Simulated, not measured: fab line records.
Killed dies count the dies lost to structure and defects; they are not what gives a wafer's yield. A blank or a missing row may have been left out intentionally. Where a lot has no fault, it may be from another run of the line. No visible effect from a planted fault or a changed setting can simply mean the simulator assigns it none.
Struck lot and sound lot, side by side | flow nand-harc | 14 steps out of a route of 1302
Sound: the wafers L230.1, L230.3, L230.6. Wafers struck: L223.1, L223.2, L223.6. The cause comes at the end.
At each step with rows: each side's tool, then ch and its chambers, then its first start. Under that, the readings that differ: sound wafers | struck wafers | difference of the means | sigmas: that difference in standard deviations of wafers without a fault.
alike: readings with means less than 2 such deviations apart, plus words and numbers identical on both sides. not compared: withheld readings, readings lacking a value on some wafer, bounds such as >300 that could conceal the same value, and numbers that have no deviation in the record and whose values overlap.
The two part at a step that has a row with sigmas, a row that says differs or no value, or rows on one side only. Non-overlapping numbers with no deviation appear without sigmas and do not part them. Lack of a reading on every wafer of one side parts them only where that side has two or more wafers.

NHARC_A_ZERO_WELL_INSPECT_17:
  sound on defect-inspect-01, day 13 00:13; struck on defect-inspect-02, day 10 05:36
  alike: raw-defect-count
then, 3 steps without rows for these wafers: NHARC_A_SOURCE_PLATE_PRECLEAN_00 (cleans in HF-LAST, time 60 s); NHARC_A_SOURCE_PLATE_SRD_01; NHARC_A_SOURCE_PLATE_OXIDE_02 (material SiO2, target thk 10 nm, ox time 1362 s).
NHARC_A_SOURCE_PLATE_THK_MEAS_09: measures by ellipsometry.
  sound on film-metro-02, day 13 07:01; struck on film-metro-02, day 10 12:56
  alike: thk-nm
then, 3 steps without rows for these wafers: NHARC_A_SOURCE_PLATE_PVD_04 (deposits WSi2, target thk 50 nm); NHARC_A_SOURCE_PLATE_CVD_03 (deposits poly-Si, target thk 200 nm, time 4000 s); NHARC_A_SOURCE_PLATE_ANNEAL_05 (time 1800 s).
NHARC_A_SOURCE_PLATE_THK_MEAS_06: measures by ellipsometry.
  sound on film-metro-02, day 13 21:15; struck on film-metro-01, day 11 01:53
  alike: thk-nm
NHARC_A_SOURCE_PLATE_INSPECT_08:
  sound on defect-inspect-01, day 13 21:19; struck on defect-inspect-01, day 11 02:00
  alike: raw-defect-count
NHARC_A_ONON_D1_DEP_00: target thk 1000 nm.
  sound on pecvd-onon-02 ch 0, day 13 21:23; struck on pecvd-onon-02 ch 0, day 11 02:04
NHARC_A_ONON_D1_THK_MEAS_02: measures by ellipsometry.
  sound on film-metro-01, day 13 21:53; struck on film-metro-02, day 11 02:34
  reading     | sound       | struck         | difference | sigmas
  thk-nm (nm) | 992 993 993 | 1154 1155 1155 | +162       | +23
next comes 1 step that has no rows for these wafers: NHARC_A_ONON_D1_DEP_03 (target thickness 1000 nm).
-- jump in the record: it breaks off in module A_ONON_D1 and resumes in module END (first step shown: number 1302 of the route), and 16 days separate the struck wafers' starts before and after --
NHARC_END_SORT_01:
  sound on prober-02 ch 0, day 31 04:48; struck on prober-02 ch 0, day 27 14:03
  reading         | sound    | struck      | difference | sigmas
  killed-at-array | 41 47 61 | 672 673 673 | +623       | +33
  killed-dies     | 44 50 65 | 677 677 677 | +624       | +33
  alike: killed-at-other, killed-at-periphery, killed-open, killed-short

## WHERE THEY PART
Earliest at NHARC_A_ONON_D1_THK_MEAS_02; latest, in this record, at NHARC_END_SORT_01.

WHY: what had been put in by the simulator
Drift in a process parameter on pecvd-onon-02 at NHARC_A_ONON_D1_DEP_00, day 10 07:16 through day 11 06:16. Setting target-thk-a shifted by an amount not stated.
